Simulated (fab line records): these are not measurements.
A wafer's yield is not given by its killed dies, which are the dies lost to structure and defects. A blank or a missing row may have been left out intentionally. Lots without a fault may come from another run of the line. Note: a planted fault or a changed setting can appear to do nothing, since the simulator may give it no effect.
Which tool did it? ; flow n5-finfet ; 23 wafers from 8 lots sampled at 8 of the route's 1938 steps

## WHAT EACH GAUGE READ, for each wafer
N5_BEOL_M4_OVL_MEAS_29. Usual: for V3_OVL the level is 0.5 nm and the standard deviation is 0.62.
lot;measured;on;V3_OVL (nm);flag
L256;day 8 09:26;overlay-01;0.7 0.2 0.6;
L257;day 8 14:41;overlay-01;0.8 1.2 0.1;
L258;day 8 22:08;overlay-02;0.1 0.6 -0.1;
L261;day 9 19:17;overlay-02;0.5 1.1 0.5;
L265;day 10 17:48;overlay-01;0.1 0.4;
L271;day 12 11:53;overlay-01;-0.4 0.0 -0.3;
L273;day 13 11:22;overlay-01;0.6 0.0 0.1;
L275;day 13 21:23;overlay-01;0.2 0.4 -0.3;

N5_BEOL_M4_OCD_MEAS_38. Usual: trench-depth-nm 55.0 nm, standard deviation 1.
lot;measured;on;trench-depth-nm (nm);flag
L256;day 8 12:31;ocd-01;53.5 55.5 55.6;
L257;day 8 19:35;ocd-02;55.4 55.9 55.2;
L258;day 9 00:52;ocd-02;54.3 55.2 53.5;
L261;day 10 00:32;ocd-02;54.7 55.2 55.9;
L265;day 11 00:40;ocd-02;73.5 55.9;OFF
L271;day 12 14:10;ocd-02;52.9 56.2 55.8;
L273;day 13 14:52;ocd-02;57.7 56.3 54.7;
L275;day 14 12:58;ocd-01;55.0 55.9 55.7;

N5_BEOL_M4_THK_MEAS_53: measures by xrf. Usual: for M4_THK the level is 38.9 nm and the standard deviation is 1.6.
lot;measured;on;M4_THK (nm);flag
L256;day 8 16:51;film-metro-01;37.0 39.4 39.2;
L257;day 8 23:34;film-metro-01;37.2 39.6 36.4;
L258;day 9 06:28;film-metro-02;38.4 41.7 37.4;
L261;day 10 04:25;film-metro-01;39.1 39.5 43.0;
L265;day 11 04:28;film-metro-01;56.7 39.8;OFF
L271;day 12 18:25;film-metro-02;36.8 39.5 40.0;
L273;day 13 20:45;film-metro-02;43.4 40.7 39.9;
L275;day 14 16:36;film-metro-01;38.2 38.9 40.9;

N5_BEOL_M4_RS_MEAS_58: the measuring method here is four-point-probe. Usual: for M4_RS the level is 0.68 ohm/sq and the standard deviation is 0.037.
lot;measured;on;M4_RS (ohm/sq);flag
L256;day 8 17:07;film-metro-01;0.72 0.66 0.67;
L257;day 8 23:49;film-metro-01;0.72 0.66 0.74;
L258;day 9 06:43;film-metro-02;0.69 0.63 0.71;
L261;day 10 04:40;film-metro-01;0.67 0.66 0.60;
L265;day 11 04:44;film-metro-01;0.42 0.66;OFF
L271;day 12 18:44;film-metro-01;0.74 0.67 0.66;
L273;day 13 21:12;film-metro-02;0.59 0.64 0.66;
L275;day 14 16:52;film-metro-01;0.69 0.68 0.64;

N5_BEOL_M4_RC_MEAS_101. Usual: DIBL_N 36.1 mV/V, standard deviation 1.6; DIBL_P 35.7 mV/V, standard deviation 1.8; IOFF_N 0.159 nA/um, standard deviation 0.027; IOFF_P 0.21 nA/um, standard deviation 0.03; ION_N 673 uA/um, standard deviation 10; ION_P 462 uA/um, standard deviation 7.4; SERP_M4 194 ohm/um, standard deviation 15; SERP_M4_max_site 207 ohm/um, standard deviation 17; SS_N 71.4 mV/dec, standard deviation 0.56; SS_P 73.2 mV/dec, standard deviation 0.61; VT_N 249.7 mV, standard deviation 3; VT_P -250 mV, standard deviation 3.1.
lot;measured;on;DIBL_N (mV/V);DIBL_P (mV/V);IOFF_N (nA/um);IOFF_P (nA/um);ION_N (uA/um);ION_P (uA/um);SERP_M4 (ohm/um);SERP_M4_max_site (ohm/um);SS_N (mV/dec);SS_P (mV/dec);VT_N (mV);VT_P (mV);flag
L256;day 8 17:10;prober-02;37.9 36.6 39.2;37.4 35.8 38.7;0.156 0.136 0.189;0.19 0.18 0.24;664 662 678;448 451 458;190 162 173;202 168 200;71.6 71.7 72.0;73.6 73.1 73.8;252.5 253.1 248.9;-253 -254 -251;
L257;day 8 23:52;prober-02;36.4 37.0 36.4;34.9 35.9 35.9;0.162 0.170 0.167;0.20 0.22 0.23;671 678 676;463 467 469;211 205 215;224 222 231;71.4 71.6 71.2;72.7 73.7 73.8;250.1 246.8 247.0;-250 -248 -247;
L258;day 9 06:56;prober-02;36.3 36.4 36.9;36.8 36.8 38.2;0.176 0.164 0.171;0.18 0.18 0.22;673 676 683;447 449 455;190 202 223;210 208 243;72.0 72.0 72.6;73.6 73.6 73.5;248.2 250.7 250.2;-254 -252 -252;
L261;day 10 04:53;prober-02;35.7 33.3 36.9;35.6 33.7 36.3;0.161 0.131 0.187;0.20 0.17 0.21;671 672 679;455 459 455;180 180 168;187 189 176;71.8 70.0 71.9;72.6 72.1 73.8;251.7 255.0 249.4;-250 -253 -249;
L265;day 11 04:47;prober-02;36.8 36.1;38.0 37.2;0.164 0.154;0.26 0.23;664 668;462 469;143 180;153 195;71.3 71.0;73.9 73.4;248.3 251.6;-246 -246;
L271;day 12 18:56;prober-02;37.5 34.7 36.6;34.8 31.6 34.2;0.156 0.118 0.154;0.19 0.15 0.19;660 643 677;450 447 460;217 191 184;232 214 204;71.6 71.4 70.9;73.1 72.4 73.1;251.8 254.1 250.6;-251 -255 -256;
L273;day 13 21:15;prober-01;37.1 35.3 36.2;36.8 34.9 36.0;0.195 0.147 0.178;0.23 0.19 0.22;678 672 677;461 457 463;151 175 182;155 182 210;71.9 71.5 72.2;72.9 72.3 72.4;247.2 251.9 249.4;-250 -253 -250;
L275;day 14 16:55;prober-02;34.9 40.0 37.2;33.0 39.2 35.1;0.124 0.210 0.147;0.19 0.30 0.23;667 684 675;465 473 478;237 192 172;253 197 180;70.6 71.4 70.6;72.9 75.1 73.6;250.1 246.3 249.8;-249 -246 -248;

## TOOL THAT RAN EACH LOT (tool first, then ch and the chambers of the sampled wafers, then the start)
lot;N5_BEOL_M4_ETCHBACK_99;N5_BEOL_M4_TRENCH_ETCH_37;N5_BEOL_M4_ALD_84
L256;rie-diel-01 ch 0,1,3, day 8 12:08;rie-diel-01 ch 0,1,3, day 8 12:22;ald-metal-03 ch 1,2,3, day 8 13:36
L257;rie-diel-06 ch 1,2,3, day 8 19:11;rie-diel-06 ch 1,2,3, day 8 19:25;ald-metal-01 ch 0,1,2, day 8 20:15
L258;rie-diel-01 ch 1,2,3, day 9 00:28;rie-diel-01 ch 1,2,3, day 9 00:43;ald-metal-03 ch 0,1,3, day 9 01:32
L261;rie-diel-06 ch 0,3, day 10 00:08;rie-diel-06 ch 0,3, day 10 00:23;ald-metal-01 ch 0,2,3, day 10 01:08
L265;rie-diel-01 ch 0,3, day 11 00:16;rie-diel-01 ch 0,3, day 11 00:31;ald-metal-03 ch 0,2, day 11 01:22
L271;rie-diel-03 ch 0,2, day 12 13:46;rie-diel-03 ch 0,2, day 12 14:00;ald-metal-02 ch 0,1,3, day 12 15:04
L273;rie-diel-06 ch 0,1,3, day 13 14:28;rie-diel-06 ch 0,1,3, day 13 14:42;ald-metal-01 ch 0,2,3, day 13 16:04
L275;rie-diel-01 ch 0,1,3, day 14 12:34;rie-diel-01 ch 0,1,3, day 14 12:49;ald-metal-02 ch 0,1, day 14 13:16
- N5_BEOL_M4_ETCHBACK_99: etches SiO2 in CHF3, target depth 5 nm, time 10.4 s.
- N5_BEOL_M4_TRENCH_ETCH_37: etches SiOC in C4F6/O2, target depth 55.555 nm, time 29.2 s.
- N5_BEOL_M4_ALD_84: deposits TaN, pulse time 2 s, purge time 3 s, co reactant purge time 2 s.

## WHAT THE TOOLS THEMSELVES READ (means of the sampled wafers that have a number; where no wafer has one, the mark that the record gives instead)
N5_BEOL_M4_ETCHBACK_99. Usual: for bias-w, 46.99 W with a standard deviation of 0.16; for drypump-motor-current-A, 5.6 A with a standard deviation of 0.34; for oes_f_703_au, 0.76 a.u. with a standard deviation of 0.071; for oes-product-au, 0.77 a.u. with a standard deviation of 0.073; for rf-vpp-V, 240 V with a standard deviation of 4.8; for showerhead-plenum-p-Torr, 2.17 Torr with a standard deviation of 0.056; for throttle-valve-pct, 17.12 % with a standard deviation of 0.26.
lot;tool;bias-w (W);drypump-motor-current-A (A);oes_f_703_au (a.u.);oes-product-au (a.u.);rf-vpp-V (V);showerhead-plenum-p-Torr (Torr);throttle-valve-pct (%);flag
L256;rie-diel-01;47.15;5.6;0.83;0.83;242;2.21;16.87;
L257;rie-diel-06;46.87;5.4;0.76;0.75;236;2.21;17.36;
L258;rie-diel-01;46.89;5.6;0.77;0.77;241;2.18;17.16;
L261;rie-diel-06;46.90;5.4;0.76;0.75;231;2.19;17.34;
L265;rie-diel-01;46.81;5.7;0.83;0.84;240;2.18;16.73;
L271;rie-diel-03;47.12;5.6;0.79;0.81;241;2.18;17.23;
L273;rie-diel-06;46.98;5.5;0.83;0.81;233;2.17;17.19;
L275;rie-diel-01;46.94;5.6;0.77;0.77;241;2.18;16.97;

N5_BEOL_M4_TRENCH_ETCH_37. Usual: for bias-w, 185.0 W with a standard deviation of 0.51; for drypump-motor-current-A, 5.6 A with a standard deviation of 0.34; for oes_f_703_au, 0.76 a.u. with a standard deviation of 0.069; for oes-product-au, 0.77 a.u. with a standard deviation of 0.072; for rf-vpp-V, 665 V with a standard deviation of 13; for showerhead-plenum-p-Torr, 2.87 Torr with a standard deviation of 0.072; for throttle-valve-pct, 20.90 % with a standard deviation of 0.28.
lot;tool;bias-w (W);drypump-motor-current-A (A);oes_f_703_au (a.u.);oes-product-au (a.u.);rf-vpp-V (V);showerhead-plenum-p-Torr (Torr);throttle-valve-pct (%);flag
L256;rie-diel-01;185.3;5.6;0.83;0.83;667;2.91;20.66;
L257;rie-diel-06;184.9;5.4;0.76;0.74;653;2.92;21.17;
L258;rie-diel-01;184.5;5.6;0.76;0.76;670;2.89;20.94;
L261;rie-diel-06;184.9;5.4;0.76;0.74;640;2.90;21.16;
L265;rie-diel-01;184.9;5.6;0.83;0.93;665;2.88;20.54;
L271;rie-diel-03;184.8;5.6;0.79;0.81;669;2.89;21.04;
L273;rie-diel-06;185.3;5.5;0.83;0.81;644;2.86;21.00;
L275;rie-diel-01;185.0;5.6;0.78;0.77;666;2.88;20.72;

N5_BEOL_M4_ALD_84. Usual: heater-power-w 415 W, standard deviation 40.
lot;tool;heater-power-w (W);flag
L256;ald-metal-03;435;
L257;ald-metal-01;430;
L258;ald-metal-03;416;
L261;ald-metal-01;428;
L265;ald-metal-03;415;
L271;ald-metal-02;396;
L273;ald-metal-01;430;
L275;ald-metal-02;448;

## THE ANSWER, worked out from the rows above alone
Rule: a lot is off if the mean of its wafers that have a number lies more than 3 standard deviations from the usual mean. Also off: a lot with no number at a reading for which 4 or more lots have one. All remaining lots with rows at the step are treated as sound. After the gauges, taken in route order, come the tools' own readings; for these a lot's mean is taken, as printed above. At the first step where some lot is off, the reading lying furthest off is the one used; lots without a number count as furthest.
Off, at N5_BEOL_M4_OCD_MEAS_38 on trench-depth-nm: L265.
If a tool, at a process step before that reading, ran all the lots that are off and no sound lot after the first of them, it fits. Not tried: the gauges at N5_BEOL_M4_OCD_MEAS_38; whatever is off there is also off at N5_BEOL_M4_THK_MEAS_53, on other tools, and gauge error can't account for it. No candidate that was tried fits.

## WHAT THE SIMULATOR PUT IN
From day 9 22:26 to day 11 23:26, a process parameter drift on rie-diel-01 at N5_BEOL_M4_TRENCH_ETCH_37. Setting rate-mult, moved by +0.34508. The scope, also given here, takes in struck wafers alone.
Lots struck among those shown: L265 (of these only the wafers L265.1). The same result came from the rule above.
